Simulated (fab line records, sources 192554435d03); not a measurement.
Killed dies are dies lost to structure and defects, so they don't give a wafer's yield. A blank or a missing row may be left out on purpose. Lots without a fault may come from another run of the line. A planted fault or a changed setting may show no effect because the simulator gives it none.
Chamber matching | flow n5_finfet | N5_PASSIVATION_DESCUM_12 on rie_diel-01: 4 sister chambers
The step chemistry O2, time 7.9 s. 4 wafers are shown with their chamber, then 7 later ones without.

WAFERS WITH THEIR CHAMBER
wafer  | chamber | drypump_motor_current_A (A)
L183.4 | 0       | 5.5
L189.6 | 2       | 5.2
L193.2 | 3       | 6.1
L193.5 | 1       | 5.4

WAFERS WITHOUT THEIR CHAMBER
wafer  | drypump_motor_current_A (A)
L193.6 | 6.0
L201.2 | 6.0
L201.5 | 5.4
L201.6 | 5.5
L202.4 | 5.3
L202.5 | 5.4
L202.6 | 5.2

WHICH CHAMBER EACH WENT THROUGH
wafer  | from the rows above          | in truth
L193.6 | 3                            | 3
L201.2 | 3                            | 3
L201.5 | can't be placed: 1 or 0      | 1
L201.6 | can't be placed: 0 or 1      | 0
L202.4 | can't be placed: 2 or 1 or 0 | 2
L202.5 | can't be placed: 1 or 0      | 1
L202.6 | 2                            | 2
Placed correctly: 3 of 7. Can't be placed from these rows: 4 (the true chamber is among the candidates in 4). Placed wrongly: 0.
How it was worked out, from the rows above alone: a wafer's distance from a chamber is the root of the sum, over the readings, of the square of ((its reading less the chamber's mean) divided by the reading's scatter). The wafer belongs to the nearest chamber; if the next one is less than 2 further off, it can't be placed. A chamber's mean is the mean of its shown wafers. The scatter: with one shown wafer a chamber, the root of the mean of the squares of how far each hidden wafer lies from its nearest shown one.
